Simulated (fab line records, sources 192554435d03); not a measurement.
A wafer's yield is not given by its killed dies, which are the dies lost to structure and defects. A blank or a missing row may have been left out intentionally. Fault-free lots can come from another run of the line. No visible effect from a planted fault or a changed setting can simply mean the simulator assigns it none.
fab line records	flow n5-finfet
record lots=9	wafers=27	last-day=19
route steps=1938 shown BEOL_M4@1111 BEOL_M7@1307 BEOL_M8@1333 PASSIVATION@1936
lots with no fault: from the same line, run without faults
start-h: hours from the record's opening day to when the first of the lot's shown wafers began	wait-h: hours since the lot's step before	" the same as in the row above	L1.1+2: a row that stands for several wafers	- no value present, or no start provided	* or withheld: withheld	< > ~ a bound
route shown NAME@n: NAME is a module with steps in the file, n the number in the route of the first one	usual: mean and standard deviation over wafers with no fault	same: alike in all rows	chamber/n: place in a boat	sites: the reading at each site	_std_site: how widely they spread, as a standard deviation	_edge_site: the outer-site mean with the inner-site mean subtracted	radius-mm: for every site, how far away it sits from the centre of the wafer	mask NAME#n: copy n	behind: tool/chamber where the wafer was last shaped	hold: why the lot went on hold/how many hours it stayed there/how the hold came to an end	device: the transistor (n, p or np) that didn't switch	end of line: at the end of the route, the tests of the same wafers	step lacking rows: just its recipe	killed: not the wafer's yield, but the dies lost to structure and defects at the first sort	map: a wafer's dies, marking killed ones x, the rest . and places with no die _
set.NAME: the setting the step ran with; set.NAME@STEP: the setting that earlier step ran with	model.NAME: the simulator's own value behind a step, which no gauge read
a sample of lots followed through the steps of the route, with each step as a table and each wafer as a row
services: when a tool's chamber went out of use (start-h, in hours from the record's first day, below 0 if earlier), for how many hours, and the reason
## steps
# step N5_BEOL_M4_RC_MEAS_101
# usual DIBL_N=36.3/1.9	DIBL_P=36.0/2.1	IOFF_N=0.16/0.031	IOFF_P=0.21/0.035	ION_N=675/14	ION_P=464/8.5	SS_N=71.5/0.6	SS_P=73.3/0.72	VT_N=250/3.2	VT_P=-250/3.1
lot.wafer	tool	chamber	start-h	wait-h	DIBL_N[mV/V]	DIBL_P[mV/V]	IOFF_N[nA/um]	IOFF_P[nA/um]	ION_N[uA/um]	ION_P[uA/um]	SS_N[mV/dec]	SS_P[mV/dec]	VT_N[mV]	VT_P[mV]
L210.1	prober-02	0	162.43	0.0	37.9	38.3	0.19	0.27	683	472	71.8	74.1	247	-245
L210.3	"	0	"	"	38.2	39.7	0.21	0.31	705	484	71.7	74.4	245	-244
L210.5	"	0	"	"	37.5	38.2	0.19	0.27	688	470	71.7	74.0	245	-246
L215.1	prober-01	0	192.67	0.0	34.9	35.4	0.14	0.21	667	468	71.2	72.8	249	-248
L215.2	"	0	"	"	33.6	34.7	0.13	0.20	671	470	71.3	72.7	250	-248
L215.6	"	0	"	"	33.5	34.3	0.14	0.21	681	480	71.0	72.3	249	-247
L216.2	prober-02	0	198.42	0.2	39.9	40.2	0.22	0.26	692	471	72.2	75.1	247	-246
L216.3	"	0	"	"	38.3	37.8	0.18	0.23	689	473	71.7	73.6	247	-246
L216.4	"	0	"	"	37.1	35.9	0.17	0.21	701	477	71.5	74.6	246	-248
L218.2	prober-01	0	202.23	0.2	33.6	31.7	0.10	0.16	667	464	70.8	71.8	257	-254
L218.3	"	0	"	"	36.4	35.0	0.14	0.21	675	462	72.4	72.9	252	-248
L218.4	"	0	"	"	35.0	34.1	0.12	0.20	663	462	70.9	72.1	255	-249
L226.1	prober-02	0	295.30	0.0	39.3	40.2	0.22	0.29	696	484	72.3	74.4	246	-245
L226.3	"	0	"	"	36.0	35.6	0.15	0.19	694	475	70.8	73.4	249	-251
L226.6	"	0	"	"	36.2	36.0	0.15	0.20	686	472	71.5	73.3	249	-252
L225.3	prober-01	0	302.67	0.3	33.1	32.6	0.11	0.14	665	450	69.9	72.3	255	-255
L225.5	"	0	"	"	37.4	37.9	0.17	0.21	680	470	71.8	73.6	253	-252
L225.6	"	0	"	"	33.9	34.1	0.12	0.15	664	453	70.9	72.7	254	-255
L227.1	prober-01	0	313.40	0.0	38.9	37.9	0.18	0.24	673	462	71.4	74.0	248	-249
L227.2	"	0	"	"	36.9	34.5	0.15	0.19	673	456	71.2	73.6	249	-252
L227.3	"	0	"	"	37.8	36.4	0.15	0.22	648	451	72.2	74.2	253	-252
L229.2	prober-01	0	321.02	0.2	36.4	36.4	0.18	0.21	668	460	72.1	73.0	249	-249
L229.3	"	0	"	"	36.8	38.3	0.19	0.24	685	466	71.9	74.0	247	-248
L229.6	"	0	"	"	36.2	37.6	0.18	0.25	681	469	71.6	74.3	246	-246
L233.1	prober-01	0	340.67	0.0	36.2	36.7	0.15	0.21	668	460	71.1	73.1	250	-249
L233.3	"	0	"	"	36.5	36.7	0.15	0.21	668	458	70.7	73.2	251	-248
L233.6	"	0	"	"	36.9	37.3	0.16	0.21	665	457	71.4	74.1	251	-250
# step N5_BEOL_M7_STRIP_36
# recipe chemistry=N2/H2	power-w=450	temp-c=40	pressure-mtorr=20	rf-frequency-hz=6e+07	overash-fraction=0.3	bias-power-w=7	h2-frac=0.5	n2-flow-sccm=200	h2-flow-sccm=200
# usual drypump-motor-current-A=5.8/0.67	oes-product-au=0.76/0.078	rf-vpp-V=59.2/1.3	showerhead-plenum-p-Torr=2.54/0.099	throttle-valve-pct=23.65/0.25
lot.wafer	tool	chamber	start-h	wait-h	drypump-motor-current-A	oes-product-au	rf-hours-counter-h	rf-vpp-V	showerhead-plenum-p-Torr	throttle-valve-pct
L210.1	rie-diel-01	0	191.09	0.0	5.0	0.77	162	61.3	2.64	23.94
L210.3	"	1	"	"	5.2	0.68	231	60.1	2.60	23.49
L210.5	"	2	"	"	5.5	0.76	-	61.2	2.52	23.70
L215.1	rie-diel-01	3	215.15	0.0	4.7	0.68	237	58.8	2.50	23.97
L215.2	"	1	"	"	5.2	0.68	238	60.2	2.60	23.52
L215.6	"	2	"	"	5.6	0.75	-	59.7	2.51	23.71
L216.2	rie-diel-06	2	218.71	0.0	6.5	0.90	13	56.8	2.50	23.35
L216.3	"	0	"	"	6.4	0.81	79	60.2	2.68	23.24
L216.4	"	2	"	"	6.5	0.90	-	59.6	2.49	23.33
L218.2	rie-diel-01	3	221.06	0.0	4.7	0.69	239	60.5	2.50	23.97
L218.3	"	1	"	"	5.2	0.67	240	59.6	2.60	23.50
L218.4	"	0	"	"	5.1	0.76	172	61.0	2.63	23.91
L226.1	rie-diel-06	0	321.30	0.0	6.4	0.80	109	61.2	2.67	23.24
L226.3	"	2	"	"	6.5	0.84	42	59.3	2.48	23.38
L226.6	"	0	"	"	6.4	0.78	-	59.5	2.66	23.24
L225.3	rie-diel-01	2	328.86	0.0	5.6	0.73	197	59.0	2.50	23.73
L225.5	"	3	"	"	4.7	0.95	-	56.8	2.49	23.63
L225.6	"	2	"	"	5.6	0.74	-	58.6	2.50	23.75
L227.1	rie-diel-06	1	341.94	0.0	5.4	0.69	230	57.4	2.49	23.65
L227.2	"	2	"	"	6.5	0.85	47	58.8	2.48	23.39
L227.3	"	3	"	"	5.5	0.71	215	58.6	2.51	23.85
L229.2	rie-diel-06	2	347.93	0.0	6.5	0.83	48	58.2	2.48	23.37
L229.3	"	3	"	"	5.4	0.70	216	59.4	2.51	23.87
L229.6	"	0	"	"	6.4	0.78	-	58.9	2.66	23.29
L233.1	rie-diel-05	2	365.29	0.0	5.3	0.69	250	57.0	2.60	23.72
L233.3	"	1	"	"	6.7	0.69	208	59.4	2.40	23.89
L233.6	"	2	"	"	5.3	0.68	-	57.6	2.60	23.71
# step N5_BEOL_M7_ANNEAL_51
# recipe temp-c=225	time-s=90	ambient=N2
# usual anneal-temp-c=224.99/0.18	anneal-temp-c-max=226.16/0.25	wafer_temp_C_max=226.12/0.25
lot.wafer	tool	chamber	start-h	wait-h	anneal-temp-c	anneal-temp-c-max	wafer_temp_C_max
L210.1	rtp-anneal-01	0	192.94	0.1	225.06	226.45	226.44
L210.3	"	0	"	"	225.08	226.09	226.32
L210.5	"	0	"	"	225.00	226.23	226.17
L215.1	rtp-anneal-02	-	217.44	0.2	-	-	-
L215.2	"	-	"	"	-	-	-
L215.6	"	-	"	"	-	-	-
L216.2	rtp-anneal-01	-	220.26	0.1	-	-	-
L216.3	"	-	"	"	-	-	-
L216.4	"	-	"	"	-	-	-
L218.2	rtp-anneal-01	0	222.98	0.4	225.04	226.15	226.19
L218.3	"	0	"	"	225.03	226.13	226.09
L218.4	"	0	"	"	225.08	225.99	225.88
L226.1	rtp-anneal-01	0	324.58	0.1	224.93	226.20	225.71
L226.3	"	0	"	"	224.98	226.10	226.26
L226.6	"	0	"	"	225.01	226.10	226.20
L225.3	rtp-anneal-02	0	331.21	0.1	224.79	226.07	226.23
L225.5	"	0	"	"	224.84	226.00	226.34
L225.6	"	0	"	"	224.73	225.98	226.78
L227.1	rtp-anneal-02	0	343.75	0.1	225.10	226.46	226.37
L227.2	"	0	"	"	225.02	226.40	226.22
L227.3	"	0	"	"	224.85	225.98	226.44
L229.2	rtp-anneal-02	0	351.86	0.2	224.96	225.99	225.81
L229.3	"	0	"	"	224.88	226.14	226.34
L229.6	"	0	"	"	225.27	226.46	226.09
L233.1	rtp-anneal-02	0	367.16	0.2	224.95	226.22	226.21
L233.3	"	0	"	"	225.28	226.40	226.19
L233.6	"	0	"	"	225.14	226.71	226.54
# step N5_BEOL_M7_CMP_52
# recipe stop-on=SiCOH_lowk	t-overpolish-s=6.9	down-force-psi=1	platen-rpm=50	clearing-platen-down-force-psi=1.5	clearing-platen-rpm=50	post-cmp-clean=cu-alkaline	target-thk-nm=80	clearing-platen-pad-velocity-m-s=0.99484	pad-velocity-m-s=0.99484
# usual barrier-field-endpoint-s=28.3/0.63	clearing-platen-down-force-psi=1.5000/0.0027	edge-zone-pressure-frac=1.000/0.0053	motor-current-A=6.0/0.68	overpolish-run-s=6.900/0.0087	time-to-endpoint-s=61.3/3
lot.wafer	tool	chamber	start-h	wait-h	barrier-field-endpoint-s	clearing-platen-down-force-psi	edge-zone-pressure-frac	motor-current-A	overpolish-run-s	time-to-endpoint-s
L210.3	cmp-02	3	193.58	0.4	28.1	1.4999	1.018	6.5	6.897	58.8
L210.1	"	0	"	"	28.1	1.4989	1.008	4.9	6.915	58.6
L210.5	"	2	"	"	29.3	1.5014	1.003	5.7	6.903	64.6
L215.1	cmp-03	1	217.74	0.3	33.6	1.4984	0.993	6.4	6.902	80.6
L215.2	"	2	"	"	34.0	1.4996	0.998	6.4	6.896	81.1
L215.6	"	1	"	"	34.5	1.5019	0.995	6.2	6.897	81.3
L216.3	cmp-03	1	220.51	0.2	32.6	1.5001	1.000	6.4	6.912	81.1
L216.4	"	3	"	"	34.2	1.5023	1.004	6.2	6.906	79.4
L216.2	"	0	"	"	34.1	1.5002	1.000	5.6	6.899	81.1
L218.3	cmp-02	0	223.23	0.2	27.8	1.4957	0.998	4.7	6.913	53.5
L218.4	"	2	"	"	29.0	1.5002	0.996	5.9	6.913	59.8
L218.2	"	3	"	"	28.5	1.4980	1.002	6.6	6.899	60.8
L226.1	cmp-02	2	324.93	0.3	28.9	1.5018	0.994	6.0	6.917	65.0
L226.3	"	3	"	"	27.3	1.5033	0.992	6.7	6.899	59.2
L226.6	"	1	"	"	29.4	1.5012	0.998	5.2	6.884	64.4
L225.3	cmp-01	3	331.50	0.2	27.0	1.5022	0.994	5.1	6.902	61.1
L225.5	"	1	"	"	27.9	1.5039	1.003	6.7	6.903	59.1
L225.6	"	2	"	"	28.2	1.5027	0.996	6.6	6.913	60.5
L227.3	cmp-03	0	344.06	0.2	28.3	1.5010	1.006	5.6	6.897	62.0
L227.1	"	1	"	"	28.2	1.5020	0.997	6.2	6.878	62.8
L227.2	"	2	"	"	28.2	1.5014	0.998	6.4	6.908	61.3
L229.2	cmp-02	2	352.12	0.2	28.7	1.4960	1.001	6.4	6.904	63.2
L229.3	"	0	"	"	28.4	1.5044	1.005	5.0	6.910	59.4
L229.6	"	3	"	"	28.8	1.4982	1.007	6.5	6.901	59.9
L233.1	cmp-03	0	367.46	0.3	29.4	1.4988	0.996	5.5	6.904	68.6
L233.3	"	1	"	"	29.4	1.5001	1.002	6.8	6.909	64.4
L233.6	"	0	"	"	29.9	1.4986	1.006	5.6	6.895	68.5
# step N5_BEOL_M7_DEP_56
# recipe material=SiCN	target-thk-a=100	temp-c=withheld	precursor=3MS/NH3	pressure-torr=3	rf-w=202	time-s=17.5
# usual showerhead-plenum-p-Torr=3.669/0.017	throttle-valve-pct=9.3/0.49
lot.wafer	tool	chamber	start-h	wait-h	showerhead-plenum-p-Torr	throttle-valve-pct
L210.1	pecvd-04	0	193.86	0.0	3.684	9.4
L210.3	"	2	"	"	3.654	8.8
L210.5	"	1	"	"	3.685	8.9
L215.1	pecvd-03	1	218.09	0.0	3.659	9.4
L215.2	"	2	"	"	3.664	9.2
L215.6	"	1	"	"	3.652	9.6
L216.2	pecvd-03	2	220.86	0.0	3.665	9.0
L216.3	"	0	"	"	3.676	9.3
L216.4	"	0	"	"	3.678	9.5
L218.2	pecvd-04	1	223.60	0.0	3.687	9.2
L218.3	"	1	"	"	3.685	9.0
L218.4	"	0	"	"	3.670	9.6
L226.1	pecvd-04	2	325.24	0.0	3.648	8.4
L226.3	"	1	"	"	3.687	8.9
L226.6	"	0	"	"	3.688	9.6
L225.3	pecvd-01	2	331.78	0.0	3.632	8.9
L225.5	"	1	"	"	3.666	9.6
L225.6	"	2	"	"	3.634	8.7
L227.1	pecvd-03	2	344.42	0.0	3.658	9.4
L227.2	"	1	"	"	3.668	9.4
L227.3	"	0	"	"	3.685	9.6
L229.2	pecvd-04	1	352.47	0.0	3.683	8.8
L229.3	"	0	"	"	3.681	9.9
L229.6	"	0	"	"	3.669	10.0
L233.1	pecvd-01	0	367.83	0.0	3.690	10.0
L233.3	"	1	"	"	3.672	9.4
L233.6	"	0	"	"	3.684	10.3
# step N5_BEOL_M8_CURE_74
# recipe temp-c=385	time-s=240	ambient=He/Ar	material=SiCOH_lowk
# usual lamp-power-pct=52.31/0.052	wafer_temp_C_max=387.2/0.93
lot.wafer	tool	chamber	start-h	wait-h	lamp-power-pct	wafer_temp_C_max
L210.1	uv-cure-02	1	194.06	0.0	52.29	388.1
L210.3	"	1	"	"	52.20	387.2
L210.5	"	1	"	"	52.27	387.9
L215.1	uv-cure-02	2	218.29	0.0	52.38	386.6
L215.2	"	2	"	"	52.30	386.4
L215.6	"	2	"	"	52.31	386.5
L216.2	uv-cure-03	0	221.18	0.1	52.39	387.8
L216.3	"	0	"	"	52.26	388.1
L216.4	"	0	"	"	52.26	387.2
L218.2	uv-cure-03	0	223.90	0.1	52.28	388.1
L218.3	"	0	"	"	52.29	388.5
L218.4	"	0	"	"	52.26	388.0
L226.1	uv-cure-01	0	325.44	0.0	52.21	388.1
L226.3	"	0	"	"	52.25	389.4
L226.6	"	0	"	"	52.31	388.2
L225.3	uv-cure-01	2	332.13	0.2	52.25	388.3
L225.5	"	2	"	"	52.27	387.6
L225.6	"	2	"	"	52.31	387.9
L227.1	uv-cure-03	1	344.61	0.0	52.33	387.4
L227.2	"	1	"	"	52.34	386.6
L227.3	"	1	"	"	52.38	386.5
L229.2	uv-cure-01	0	352.94	0.3	52.32	388.3
L229.3	"	0	"	"	52.29	389.6
L229.6	"	0	"	"	52.38	389.0
L233.1	uv-cure-02	1	368.03	0.0	52.35	387.2
L233.3	"	1	"	"	52.37	387.8
L233.6	"	1	"	"	52.33	387.7
# step N5_PASSIVATION_PROBE_49
# usual defect-limited-yield=91.0/1.5	killed_at_M0_to_M3=32/9.6	killed_at_M4_up=13/4.7	killed-at-contacts=13/7.2	killed-at-front-end=44/13	killed-at-other=4/3.4	killed-dies=106/18	killed-on-rim=14/4.2	killed-open=70/13	killed-short=35/8	sort_bin_5_function=5.3/0.97	sort_bin_6_memory=3.4/0.73	sort-n-pass=1074/18	sort-yield-pct=91.0/1.5
# same gross-dies=1180	killed-at-back-side=0	sort_bin_4_leakage[%]=0	sort_bin_8_speed[%]=0
lot.wafer	tool	chamber	start-h	wait-h	defect-limited-yield[%]	killed_at_M0_to_M3	killed_at_M4_up	killed-at-contacts	killed-at-front-end	killed-at-other	killed-dies	killed-on-rim	killed-open	killed-short	sort_bin_5_function[%]	sort_bin_6_memory[%]	sort-n-pass	sort-yield-pct[%]
L215.1	prober-02	-	272.64	0.0	74.3	27	218	13	43	2	303	11	64	35	5.1	3.1	877	74.3
L215.2	prober-02	-	272.69	0.1	56.5	27	436	6	42	2	513	152	51	36	4.4	2.6	667	56.5
L215.6	prober-02	-	272.89	0.3	69.8	29	256	13	56	2	356	152	82	33	5.9	3.6	824	69.8
L216.2	prober-02	-	279.61	0.1	48.6	19	523	19	33	12	606	12	64	34	4.5	3.5	574	48.6
L216.3	prober-02	-	279.66	0.1	79.5	21	153	12	47	9	242	144	67	35	4.3	4.1	938	79.5
L216.4	prober-02	-	279.71	0.2	48.4	18	543	21	25	2	609	9	56	26	4.2	2.5	571	48.4
# killed by level:class
L215.1 BEOL_M7:area-cmp=204 STI_FIN_REVEAL:geometric-particle:open=9 MOL_CONTACT_COAG:geometric-particle:open=9 BEOL_M3:geometric-particle:open=8 BEOL_M0_SAQP:geometric-particle:open=7 FIN_SAQP:geometric-particle:short=6 BEOL_M2:geometric-particle:open=6 GATE_CUT:geometric-particle:short=6
L215.2 BEOL_M7:area-cmp=425 STI_FIN_REVEAL:geometric-particle:open=10 FIN_SAQP:geometric-particle:short=8 BEOL_M0_SAQP:geometric-particle:short=8 FIN_SAQP:geometric-particle:open=7 BEOL_M0_SAQP:geometric-particle:open=6 BEOL_M2:geometric-particle:open=5 STARTING-WAFER:geometric-particle:short=5
L215.6 BEOL_M7:area-cmp=239 STI_FIN_REVEAL:geometric-particle:open=28 BEOL_M0_SAQP:geometric-particle:open=10 MOL_CONTACT_COAG:geometric-particle:open=9 BEOL_M4:geometric-particle:open=9 BEOL_M0_SAQP:geometric-particle:short=8 FIN_SAQP:geometric-particle:open=6 FIN_SAQP:geometric-particle:short=5
L216.2 BEOL_M7:area-cmp=508 MOL_CONTACT_COAG:geometric-particle:open=15 FIN_SAQP:geometric-particle:open=8 BEOL_M0_SAQP:geometric-particle:open=8 FIN_SAQP:geometric-particle:short=6 DUMMY_GATE:geometric-particle:open=6 BEOL_M4:geometric-particle:short=5 BEOL_M4:geometric-particle:open=5
L216.3 BEOL_M7:area-cmp=139 STI_FIN_REVEAL:geometric-particle:open=10 MOL_CONTACT_COAG:geometric-particle:open=8 FIN_SAQP:geometric-particle:open=7 GATE_CUT:geometric-particle:short=5 GATE_CUT:geometric-particle:open=5 BEOL_M0_SAQP:geometric-particle:open=5 BEOL_M0_SAQP:geometric-particle:short=5
L216.4 BEOL_M7:area-cmp=527 MOL_CONTACT_COAG:geometric-particle:open=16 BEOL_M4:geometric-particle:open=9 FIN_SAQP:geometric-particle:open=6 BEOL_M4:geometric-particle:short=6 GATE_CUT:geometric-particle:open=6 MOL_CONTACT_COAG:geometric-particle:short=5 BEOL_M0:geometric-particle:open=4
## services
tool	chamber	start-h	hours	kind
rie-diel-05	2	167.42	14.2	repair
rie-diel-06	-	168.33	28.1	pm
uv-cure-02	-	173.56	2.8	pm
cmp-01	-	180.89	3.8	repair
cmp-02	-	192.55	0.3	repair
cmp-02	-	234.08	4.0	pm
uv-cure-03	-	252.65	0.8	repair
cmp-03	-	254.31	4.0	pm
uv-cure-01	-	272.32	13.0	repair
cmp-02	-	278.02	5.3	pm
cmp-03	-	282.78	8.0	pm
uv-cure-02	-	287.62	10.7	repair
uv-cure-01	-	287.82	0.8	repair
rie-diel-01	1	294.48	7.1	repair
cmp-03	-	297.70	4.0	repair
pecvd-04	2	301.30	3.7	repair
cmp-02	-	304.89	2.2	repair
pecvd-01	2	319.35	3.9	repair
cmp-02	-	329.54	0.5	repair
rie-diel-06	3	349.43	8.6	repair
pecvd-01	0	353.90	7.0	repair
rtp-anneal-01	-	357.67	0.8	pm
cmp-03	-	361.60	1.2	repair
rie-diel-01	0	362.90	12.3	repair
## key
first-sign step=N5_BEOL_M7_ANNEAL_51	reading=tool-record	direction=missing
effect step=N5_BEOL_M7_CMP_52	reading=barrier-field-endpoint-s	direction=up	sigmas=8.7	usual=28.3	struck=33.8
effect step=N5_PASSIVATION_PROBE_49	reading=killed_at_M4_up	direction=up	sigmas=72	usual=13	struck=355
more-kills-born-at N5_BEOL_M7_CMP_52@cmp-03=2042
met-at N5_BEOL_M7_ANNEAL_51
struck-lots L215,L216
not-acting-at N5_BEOL_M7_STRIP_36,N5_BEOL_M7_DEP_56,N5_BEOL_M8_CURE_74
onset-between 192.94 217.44
fault kind=skipped-step-whole	tool=rtp-anneal-01,rtp-anneal-02	chamber=-	onset-h=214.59	steps=N5_BEOL_M7_ANNEAL_51	scope=struck-lots-only
